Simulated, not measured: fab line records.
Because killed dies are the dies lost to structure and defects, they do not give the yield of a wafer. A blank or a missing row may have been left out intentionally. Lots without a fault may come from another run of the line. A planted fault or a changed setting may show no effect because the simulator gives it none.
The tool behind it: which one?	flow nand harc	57 wafers from 19 lots sampled at 6 of the route's 1302 steps

WHAT THE GAUGES SHOWED, per wafer
Not one reading of a measure or inspect step in the record can be checked against a usual standard deviation.

WHICH TOOL RAN EACH LOT (tool, then ch and the chambers of the sampled wafers, then the start)
lot	NHARC_A_STAIRCASE_TRIM_18	NHARC_A_STAIRCASE_TRIM_20	NHARC_A_STAIRCASE_TRIM_187	NHARC_A_STAIRCASE_TRIM_191	NHARC_A_STAIRCASE_TRIM_226	NHARC_A_STAIRCASE_ETCH_273
L074	rie diel-01 ch 0,1,2, day 15 22:58 or earlier	rie diel-10 ch 0,3, day 15 22:58	rie diel-02 ch 0,2, day 16 04:25	rie diel-02 ch 0,2, no start	rie diel-10 ch 1,3, no start	rie diel-02 ch 1,3, no start
L075	rie diel-10 ch 1,2, day 16 05:23 or earlier	rie diel-10 ch 2,3, day 16 05:23	rie diel-01 ch 0,3, day 16 08:01	rie diel-01 ch 0,2, no start	rie diel-01 ch 0,1,2, no start	rie diel-02 ch 0,1,3, no start
L076	rie diel-10 ch 1,2,3, day 16 20:28 or earlier	rie diel-01 ch 0,1,3, day 16 20:28	rie diel-02 ch 0,2,3, day 16 23:12	rie diel-02 ch 0,2, no start	rie diel-10 ch 1,2,3, no start	rie diel-01 ch 0,2,3, no start
L078	rie diel-01 ch 0,1, day 17 07:38 or earlier	rie diel-01 ch 1,3, day 17 07:38	rie diel-01 ch 0,3, day 17 10:20	rie diel-01 ch 0,1, no start	rie diel-10 ch 1,2,3, no start	rie diel-10 ch 1,2,3, no start
L077	rie diel-02 ch 2,3, day 17 08:16 or earlier	rie diel-02 ch 1,2, day 17 08:16	rie diel-10 ch 0,2,3, day 17 11:07	rie diel-10 ch 0,1,3, no start	rie diel-10 ch 0,2,3, no start	rie diel-01 ch 1,2,3, no start
L079	rie diel-01 ch 0,1,2, day 18 04:46 or earlier	rie diel-01 ch 0,2,3, day 18 04:46	rie diel-10 ch 0,2,3, day 18 07:28	rie diel-10 ch 1,2,3, no start	rie diel-10 ch 0,2, no start	rie diel-01 ch 0,1,3, no start
L080	rie diel-02 ch 0,2,3, day 18 07:47 or earlier	rie diel-01 ch 0,1,3, day 18 07:47	rie diel-01 ch 0,2,3, day 18 10:56	rie diel-01 ch 1,2,3, no start	rie diel-02 ch 0,1,3, no start	rie diel-01 ch 2,3, no start
L081	rie diel-02 ch 1,2,3, day 18 18:28 or earlier	rie diel-02 ch 0,1,2, day 18 18:28	rie diel-02 ch 1,3, day 18 21:29	rie diel-02 ch 0,1, no start	rie diel-02 ch 0,2,3, no start	rie diel-02 ch 0,2, no start
L083	rie diel-02 ch 1,3, day 19 08:41 or earlier	rie diel-10 ch 1,2, day 19 08:41	rie diel-10 ch 0,2,3, day 19 11:16	rie diel-10 ch 0,1,2, no start	rie diel-02 ch 0,2,3, no start	rie diel-02 ch 0,2,3, no start
L082	rie diel-10 ch 0,3, day 19 12:27 or earlier	rie diel-10 ch 0,1,3, day 19 12:27	rie diel-10 ch 0,1, day 19 15:13	rie diel-10 ch 0,1,2, no start	rie diel-01 ch 0,1,2, no start	rie diel-01 ch 0,3, no start
L085	rie diel-10 ch 0,2,3, day 20 13:19 or earlier	rie diel-01 ch 0,1,3, day 20 13:19	rie diel-02 ch 1,2,3, day 20 15:58	rie diel-02 ch 0,1, no start	rie diel-01 ch 1,2, no start	rie diel-01 ch 2,3, no start
L086	rie diel-02 ch 0,2,3, day 20 22:50 or earlier	rie diel-10 ch 0,3, day 20 22:50	rie diel-02 ch 2,3, day 21 01:31	rie diel-02 ch 0,1,2, no start	rie diel-10 ch 0,3, no start	rie diel-02 ch 1,2,3, no start
L089	rie diel-01 ch 1,2, day 21 18:32 or earlier	rie diel-01 ch 1,2, day 21 18:32	rie diel-10 ch 1,2,3, day 21 21:21	rie diel-10 ch 1,2,3, no start	rie diel-01 ch 0,1,3, no start	rie diel-01 ch 2,3, no start
L088	rie diel-01 ch 2,3, day 21 21:38 or earlier	rie diel-02 ch 0,1,3, day 21 21:38	rie diel-01 ch 0,1,3, day 22 00:22	rie diel-01 ch 0,3, no start	rie diel-10 ch 0,3, no start	rie diel-01 ch 0,2,3, no start
L091	rie diel-02 ch 0,2,3, day 22 18:31 or earlier	rie diel-10 ch 0,2,3, day 22 18:31	rie diel-02 ch 1,2, day 22 21:35	rie diel-02 ch 0,2,3, no start	rie diel-01 ch 2,3, no start	rie diel-10 ch 2,3, no start
L090	rie diel-01 ch 0,2, day 22 18:43 or earlier	rie diel-02 ch 0,2, day 22 18:43	rie diel-10 ch 2,3, day 22 21:38	rie diel-10 ch 1,2,3, no start	rie diel-02 ch 2,3, no start	rie diel-01 ch 0,1,3, no start
L092	rie diel-02 ch 1,2, day 23 10:40 or earlier	rie diel-02 ch 0,3, day 23 10:40	rie diel-10 ch 1,3, day 23 13:12	rie diel-10 ch 2,3, no start	rie diel-01 ch 1,2,3, no start	rie diel-02 ch 1,2,3, no start
L096	rie diel-01 ch 0,1, day 25 01:43 or earlier	rie diel-10 ch 0,2,3, day 25 01:43	rie diel-01 ch 1,3, day 25 04:37	rie diel-01 ch 0,1,2, no start	rie diel-02 ch 0,1,3, no start	rie diel-02 ch 0,1,2, no start
L097	rie diel-10 ch 0,2, day 25 01:33 or earlier	rie diel-10 ch 0,2, day 25 01:33	rie diel-10 ch 0,1,2, day 25 04:28	rie diel-10 ch 0,1,2, no start	rie diel-10 ch 0,2,3, no start	rie diel-01 ch 0,1,2, no start
- NHARC_A_STAIRCASE_TRIM_18: chemistry O2, time 211.2 s.
- NHARC_A_STAIRCASE_TRIM_20: chemistry O2, time 211.2 s.
- NHARC_A_STAIRCASE_TRIM_187: chemistry O2, time 211.2 s.
- NHARC_A_STAIRCASE_TRIM_191: chemistry O2, time 211.2 s.
- NHARC_A_STAIRCASE_TRIM_226: chemistry O2, time 211.2 s.
- NHARC_A_STAIRCASE_ETCH_273: etches the open film in C4F8/O2/Ar, target depth 10200 nm, time 2468.6 s.

WHAT THE TOOLS THEMSELVES READ (means of the sampled wafers that have a number; where no wafer has one, the mark that the record gives instead)
NHARC_A_STAIRCASE_TRIM_18. Usual: chamber pressure mTorr 60.00 mTorr, standard deviation 0.055; drypump motor current A 5.8 A, standard deviation 0.41; oes product au 1.006 a.u., standard deviation 0.012; rf vpp V 57.9 V, standard deviation 0.83; showerhead plenum p Torr 3.57 Torr, standard deviation 0.16; throttle valve pct 17.037 %, standard deviation 0.0094.
lot	tool	chamber pressure mTorr (mTorr)	drypump motor current A (A)	oes product au (a.u.)	rf vpp V (V)	showerhead plenum p Torr (Torr)	throttle valve pct (%)	flag
L074	rie diel-01	59.97	5.6	0.995	58.3	3.60	17.032	
L075	rie diel-10	60.00	5.5	1.009	57.2	3.38	17.034	
L076	rie diel-10	60.00	5.7	1.013	56.9	3.49	17.038	
L078	rie diel-01	60.02	5.7	1.007	57.3	3.50	17.033	
L077	rie diel-02	59.95	5.7	1.013	58.4	3.63	17.033	
L079	rie diel-01	59.99	5.6	1.006	59.0	3.59	17.032	
L080	rie diel-02	60.01	5.9	1.004	57.4	3.51	17.031	
L081	rie diel-02	60.06	6.0	1.004	58.6	3.55	17.042	
L083	rie diel-02	59.98	5.8	1.004	58.5	3.69	17.029	
L082	rie diel-10	60.02	5.6	0.987	58.6	3.72	17.029	
L085	rie diel-10	60.01	5.6	1.001	58.0	3.73	17.034	
L086	rie diel-02	59.97	5.9	1.007	58.1	3.50	17.042	
L089	rie diel-01	60.01	6.0	0.989	58.5	3.65	17.037	
L088	rie diel-01	59.93	5.8	0.999	59.0	3.74	17.039	
L091	rie diel-02	59.94	5.9	1.010	57.7	3.50	17.027	
L090	rie diel-01	60.01	5.1	1.008	57.6	3.59	17.048	
L092	rie diel-02	60.00	6.1	1.008	57.8	3.39	17.046	
L096	rie diel-01	59.95	5.6	1.009	58.9	3.47	17.038	
L097	rie diel-10	59.97	5.4	1.004	57.9	3.76	17.043	

NHARC_A_STAIRCASE_TRIM_20. Usual: chamber pressure mTorr 60.00 mTorr, standard deviation 0.058; drypump motor current A 5.7 A, standard deviation 0.4; oes product au 1.008 a.u., standard deviation 0.012; rf vpp V 58.0 V, standard deviation 0.86; showerhead plenum p Torr 3.61 Torr, standard deviation 0.15; throttle valve pct 17.035 %, standard deviation 0.0092.
lot	tool	chamber pressure mTorr (mTorr)	drypump motor current A (A)	oes product au (a.u.)	rf vpp V (V)	showerhead plenum p Torr (Torr)	throttle valve pct (%)	flag
L074	rie diel-10	59.98	5.6	1.016	58.1	3.74	17.043	
L075	rie diel-10	59.94	5.6	1.004	57.6	3.41	17.040	
L076	rie diel-01	60.05	5.5	1.006	58.0	3.59	17.031	
L078	rie diel-01	60.01	5.9	1.000	57.2	3.57	17.036	
L077	rie diel-02	59.94	6.2	1.014	57.8	3.47	17.040	
L079	rie diel-01	60.05	5.5	1.011	58.1	3.68	17.029	
L080	rie diel-01	60.02	5.5	1.006	58.5	3.58	17.040	
L081	rie diel-02	60.00	6.1	1.009	58.2	3.43	17.040	
L083	rie diel-10	60.02	5.7	1.026	58.4	3.63	17.027	
L082	rie diel-10	60.01	5.8	1.005	57.6	3.65	17.039	
L085	rie diel-01	59.98	5.5	1.008	58.3	3.57	17.042	
L086	rie diel-10	59.98	5.8	1.000	58.3	3.68	17.035	
L089	rie diel-01	59.99	6.0	1.005	58.2	3.56	17.033	
L088	rie diel-02	60.03	6.0	1.003	57.5	3.57	17.032	
L091	rie diel-10	60.06	5.6	0.999	57.7	3.72	17.037	
L090	rie diel-02	60.03	6.1	1.019	57.1	3.39	17.023	
L092	rie diel-02	59.98	5.9	1.003	57.7	3.52	17.031	
L096	rie diel-10	60.05	5.6	1.007	58.4	3.71	17.030	
L097	rie diel-10	60.05	5.5	1.015	58.5	3.76	17.034	

NHARC_A_STAIRCASE_TRIM_187. Usual: chamber pressure mTorr 60.00 mTorr, standard deviation 0.055; drypump motor current A 5.7 A, standard deviation 0.4; oes product au 1.009 a.u., standard deviation 0.012; rf vpp V 58.0 V, standard deviation 0.92; showerhead plenum p Torr 3.60 Torr, standard deviation 0.15; throttle valve pct 17.037 %, standard deviation 0.0092.
lot	tool	chamber pressure mTorr (mTorr)	drypump motor current A (A)	oes product au (a.u.)	rf vpp V (V)	showerhead plenum p Torr (Torr)	throttle valve pct (%)	flag
L074	rie diel-02	59.96	6.1	1.008	58.4	3.38	17.033	
L075	rie diel-01	60.03	5.4	1.009	57.6	3.69	17.028	
L076	rie diel-02	60.01	5.9	1.003	57.6	3.52	17.043	
L078	rie diel-01	59.98	5.0	1.013	57.9	3.60	17.028	
L077	rie diel-10	60.00	5.6	1.004	57.5	3.57	17.045	
L079	rie diel-10	60.03	5.6	1.007	58.6	3.57	17.040	
L080	rie diel-01	59.97	5.4	1.012	57.8	3.68	17.036	
L081	rie diel-02	59.95	6.0	1.010	57.9	3.61	17.038	
L083	rie diel-10	60.00	5.6	1.007	58.2	3.74	17.045	
L082	rie diel-10	59.95	5.7	1.020	58.9	3.62	17.030	
L085	rie diel-02	60.03	6.0	1.004	58.5	3.54	17.032	
L086	rie diel-02	59.98	5.7	0.991	57.8	3.62	17.039	
L089	rie diel-10	59.96	5.7	1.019	57.2	3.65	17.040	
L088	rie diel-01	60.03	5.5	1.003	56.8	3.57	17.035	
L091	rie diel-02	60.07	6.2	1.012	57.6	3.45	17.032	
L090	rie diel-10	59.97	5.8	1.004	58.5	3.68	17.036	
L092	rie diel-10	59.97	5.9	1.004	58.1	3.58	17.035	
L096	rie diel-01	60.03	5.9	1.016	58.7	3.54	17.039	
L097	rie diel-10	60.01	5.5	1.019	57.8	3.68	17.033	

NHARC_A_STAIRCASE_TRIM_191. Usual: chamber pressure mTorr 60.00 mTorr, standard deviation 0.054; drypump motor current A 5.7 A, standard deviation 0.39; oes product au 1.009 a.u., standard deviation 0.013; rf vpp V 57.9 V, standard deviation 0.93; showerhead plenum p Torr 3.60 Torr, standard deviation 0.15; throttle valve pct 17.036 %, standard deviation 0.01.
lot	tool	chamber pressure mTorr (mTorr)	drypump motor current A (A)	oes product au (a.u.)	rf vpp V (V)	showerhead plenum p Torr (Torr)	throttle valve pct (%)	flag
L074	rie diel-02	60.02	6.1	1.008	57.7	3.38	17.037	
L075	rie diel-01	59.99	5.5	0.996	58.4	3.70	17.030	
L076	rie diel-02	59.96	6.1	0.998	57.0	3.41	17.032	
L078	rie diel-01	60.01	5.2	1.005	57.4	3.51	17.045	
L077	rie diel-10	60.00	5.7	1.008	57.3	3.66	17.036	
L079	rie diel-10	60.05	5.7	1.012	56.9	3.49	17.033	
L080	rie diel-01	60.01	5.9	1.005	57.7	3.66	17.039	
L081	rie diel-02	60.04	6.2	1.018	57.5	3.50	17.040	
L083	rie diel-10	60.01	5.6	1.017	58.2	3.71	17.034	
L082	rie diel-10	60.02	5.5	1.019	58.4	3.71	17.030	
L085	rie diel-02	59.99	6.2	1.008	57.0	3.46	17.035	
L086	rie diel-02	60.00	6.2	1.015	56.8	3.43	17.028	
L089	rie diel-10	60.03	5.7	1.019	58.6	3.65	17.043	
L088	rie diel-01	60.01	5.4	1.013	58.6	3.66	17.030	
L091	rie diel-02	59.97	5.9	1.010	57.4	3.50	17.038	
L090	rie diel-10	60.01	5.7	1.005	58.7	3.65	17.036	
L092	rie diel-10	60.00	5.8	1.011	58.0	3.67	17.029	
L096	rie diel-01	59.97	5.6	1.004	58.2	3.56	17.042	
L097	rie diel-10	59.99	5.5	1.015	57.6	3.68	17.041	

NHARC_A_STAIRCASE_TRIM_226. Usual: chamber pressure mTorr 60.00 mTorr, standard deviation 0.055; drypump motor current A 5.7 A, standard deviation 0.39; oes product au 1.006 a.u., standard deviation 0.011; rf vpp V 58.1 V, standard deviation 0.93; showerhead plenum p Torr 3.59 Torr, standard deviation 0.16; throttle valve pct 17.036 %, standard deviation 0.0097.
lot	tool	chamber pressure mTorr (mTorr)	drypump motor current A (A)	oes product au (a.u.)	rf vpp V (V)	showerhead plenum p Torr (Torr)	throttle valve pct (%)	flag
L074	rie diel-10	59.96	5.9	1.003	56.7	3.62	17.039	
L075	rie diel-01	59.97	5.6	1.009	58.2	3.60	17.045	
L076	rie diel-10	60.03	5.7	1.009	57.8	3.49	17.038	
L078	rie diel-10	60.03	5.7	1.008	58.5	3.49	17.041	
L077	rie diel-10	59.98	5.6	1.000	59.0	3.57	17.042	
L079	rie diel-10	60.04	5.4	1.011	58.9	3.61	17.021	
L080	rie diel-02	59.99	6.0	1.006	58.6	3.58	17.048	
L081	rie diel-02	60.05	5.9	1.008	57.7	3.51	17.035	
L083	rie diel-02	60.03	5.9	1.009	57.7	3.51	17.049	
L082	rie diel-01	60.01	5.6	1.006	58.2	3.58	17.039	
L085	rie diel-01	60.02	6.0	0.994	58.0	3.66	17.034	
L086	rie diel-10	59.97	5.7	0.990	58.3	3.72	17.042	
L089	rie diel-01	60.03	5.5	1.008	57.4	3.57	17.044	
L088	rie diel-10	59.97	5.8	1.002	57.8	3.67	17.033	
L091	rie diel-01	60.02	5.8	1.001	58.1	3.74	17.037	
L090	rie diel-02	60.02	5.7	0.993	58.4	3.61	17.036	
L092	rie diel-01	59.96	5.9	1.002	57.8	3.64	17.037	
L096	rie diel-02	60.02	5.9	1.004	58.1	3.56	17.040	
L097	rie diel-10	60.05	5.6	1.010	58.7	3.71	17.031	

NHARC_A_STAIRCASE_ETCH_273. Usual: chamber pressure mTorr 25.006 mTorr, standard deviation 0.024; oes product au 0.941 a.u., standard deviation 0.014; rf vpp V 1831 V, standard deviation 11.
lot	tool	chamber pressure mTorr (mTorr)	oes product au (a.u.)	rf vpp V (V)	flag
L074	rie diel-02	25.014	0.941	1839	
L075	rie diel-02	25.014	0.933	1832	
L076	rie diel-01	24.996	0.952	1838	
L078	rie diel-10	25.020	0.939	1823	
L077	rie diel-01	24.992	0.930	1836	
L079	rie diel-01	25.015	0.951	1831	
L080	rie diel-01	25.004	0.945	1843	
L081	rie diel-02	25.007	0.952	1817	
L083	rie diel-02	25.000	0.940	1825	
L082	rie diel-01	25.021	0.946	1832	
L085	rie diel-01	25.004	0.944	1842	
L086	rie diel-02	25.003	0.937	1827	
L089	rie diel-01	25.021	0.939	1842	
L088	rie diel-01	24.997	0.940	1837	
L091	rie diel-10	24.996	0.933	1837	
L090	rie diel-01	25.004	0.939	1830	
L092	rie diel-02	25.013	0.934	1826	
L096	rie diel-02	24.989	0.944	1819	
L097	rie diel-01	25.018	0.930	1829	

THE ANSWER, worked out from the rows above alone
Rule: a lot counts as off when the mean over its wafers that have a number is more than 3 standard deviations away from the usual mean. A lot without any number at a reading at which 4 lots or more have one is off too. The other lots that the step has rows for count as sound. The gauges are gone through in route order, then the tools' own readings, and for those a lot's mean is taken as printed above. At the first step where some lot is off, the reading lying furthest off is the one used; lots without a number count as furthest.
Across all readings shown, no lot is off: no conclusion can be drawn from this.

WHAT THE SIMULATOR HAD PUT IN
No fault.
